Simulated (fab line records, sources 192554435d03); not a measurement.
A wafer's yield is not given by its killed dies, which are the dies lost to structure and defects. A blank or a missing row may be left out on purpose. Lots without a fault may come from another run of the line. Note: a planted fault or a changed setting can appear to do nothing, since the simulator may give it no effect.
Split-lot experiment / flow n5-finfet / on a route of 1938 steps: 7 lots, 21 wafers read

SPLIT DETAILS
At N5_SD_EPI_N_ETCH_45 (etches SiOCN in CH3F/O2, target depth 6 nm), the setting target-depth-a was moved away from the recipe's 60 angstrom on 8 of the 21 wafers read, by -11.0% to +11.1%. The other wafers ran this setting at the recipe's value.

The reading comes from the split's own step.

THE READING
etch.depth-nm (the simulator's own value, which no gauge read), in nm, at N5_SD_EPI_N_ETCH_45 (etches SiOCN in CH3F/O2, target depth 6 nm). The file gives no usual value for it. Average 5.974 nm, standard deviation 0.11 nm, over the 13 wafers here run with the recipe.

wafer=L077.4; tool, chamber at the split=rie-diel-03, 1; target-depth-a as run, angstrom=60; against the recipe=recipe; etch.depth-nm, nm=5.989; against lot-mates on the recipe=-
wafer=L077.5; tool, chamber at the split=rie-diel-03, 2; target-depth-a as run, angstrom=53.41; against the recipe=-11.0%; etch.depth-nm, nm=5.105; against lot-mates on the recipe=-0.855
wafer=L077.6; tool, chamber at the split=rie-diel-03, 3; target-depth-a as run, angstrom=60; against the recipe=recipe; etch.depth-nm, nm=5.932; against lot-mates on the recipe=-
wafer=L082.2; tool, chamber at the split=rie-diel-06, 0; target-depth-a as run, angstrom=60; against the recipe=recipe; etch.depth-nm, nm=6.06; against lot-mates on the recipe=-
wafer=L082.5; tool, chamber at the split=rie-diel-06, 2; target-depth-a as run, angstrom=60; against the recipe=recipe; etch.depth-nm, nm=6.152; against lot-mates on the recipe=-
wafer=L082.6; tool, chamber at the split=rie-diel-06, 1; target-depth-a as run, angstrom=60; against the recipe=recipe; etch.depth-nm, nm=5.978; against lot-mates on the recipe=-
wafer=L085.3; tool, chamber at the split=rie-diel-01, 1; target-depth-a as run, angstrom=57.55; against the recipe=-4.1%; etch.depth-nm, nm=5.764; against lot-mates on the recipe=-0.034
wafer=L085.4; tool, chamber at the split=rie-diel-01, 3; target-depth-a as run, angstrom=57.55; against the recipe=-4.1%; etch.depth-nm, nm=5.66; against lot-mates on the recipe=-0.138
wafer=L085.5; tool, chamber at the split=rie-diel-01, 2; target-depth-a as run, angstrom=60; against the recipe=recipe; etch.depth-nm, nm=5.798; against lot-mates on the recipe=-
wafer=L087.3; tool, chamber at the split=rie-diel-01, 3; target-depth-a as run, angstrom=60; against the recipe=recipe; etch.depth-nm, nm=5.84; against lot-mates on the recipe=-
wafer=L087.4; tool, chamber at the split=rie-diel-01, 1; target-depth-a as run, angstrom=60; against the recipe=recipe; etch.depth-nm, nm=6.049; against lot-mates on the recipe=-
wafer=L087.6; tool, chamber at the split=rie-diel-01, 2; target-depth-a as run, angstrom=60; against the recipe=recipe; etch.depth-nm, nm=5.825; against lot-mates on the recipe=-
wafer=L091.1; tool, chamber at the split=rie-diel-03, 0; target-depth-a as run, angstrom=66.68; against the recipe=+11.1%; etch.depth-nm, nm=6.482; against lot-mates on the recipe=no lot-mate on the recipe
wafer=L091.2; tool, chamber at the split=rie-diel-03, 3; target-depth-a as run, angstrom=66.68; against the recipe=+11.1%; etch.depth-nm, nm=6.543; against lot-mates on the recipe=no lot-mate on the recipe
wafer=L091.3; tool, chamber at the split=rie-diel-03, 1; target-depth-a as run, angstrom=66.68; against the recipe=+11.1%; etch.depth-nm, nm=6.622; against lot-mates on the recipe=no lot-mate on the recipe
wafer=L092.1; tool, chamber at the split=rie-diel-06, 1; target-depth-a as run, angstrom=60; against the recipe=recipe; etch.depth-nm, nm=5.939; against lot-mates on the recipe=-
wafer=L092.3; tool, chamber at the split=rie-diel-06, 3; target-depth-a as run, angstrom=62.33; against the recipe=+3.9%; etch.depth-nm, nm=6.176; against lot-mates on the recipe=+0.237
wafer=L092.5; tool, chamber at the split=rie-diel-06, 3; target-depth-a as run, angstrom=62.33; against the recipe=+3.9%; etch.depth-nm, nm=6.225; against lot-mates on the recipe=+0.286
wafer=L095.1; tool, chamber at the split=rie-diel-03, 1; target-depth-a as run, angstrom=60; against the recipe=recipe; etch.depth-nm, nm=6.15; against lot-mates on the recipe=-
wafer=L095.2; tool, chamber at the split=rie-diel-03, 3; target-depth-a as run, angstrom=60; against the recipe=recipe; etch.depth-nm, nm=6.061; against lot-mates on the recipe=-
wafer=L095.5; tool, chamber at the split=rie-diel-03, 2; target-depth-a as run, angstrom=60; against the recipe=recipe; etch.depth-nm, nm=5.885; against lot-mates on the recipe=-

THE FIT
A straight line over all 21 wafers: etch.depth-nm changes by +0.0597 nm for each +1% of target-depth-a; r = +0.94; the points scatter about the line by 0.11 nm.
The same after taking each lot's own level away (the mean of its wafers on the recipe; 18 wafers): +0.0667 nm for each +1%; r = +0.91; scatter 0.1 nm.
On that fit, the largest move of target-depth-a shifts the reading by 0.74 nm.
The lots' own levels span 5.7980 to 6.0633 nm, that is 2.4 times the standard deviation above.
Hence the slope depends on the lot-to-lot level, as the two fits are not the same.
Check: with one of the wafers moved furthest among these (-11.0%) left out of the fit, the line predicts -0.453 nm for it against its lot-mates. Against them it came out at -0.855 nm.

FILE'S OWN FIT
etch.depth-nm changes by +0.0707 nm for each +1% of target-depth-a, r = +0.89.
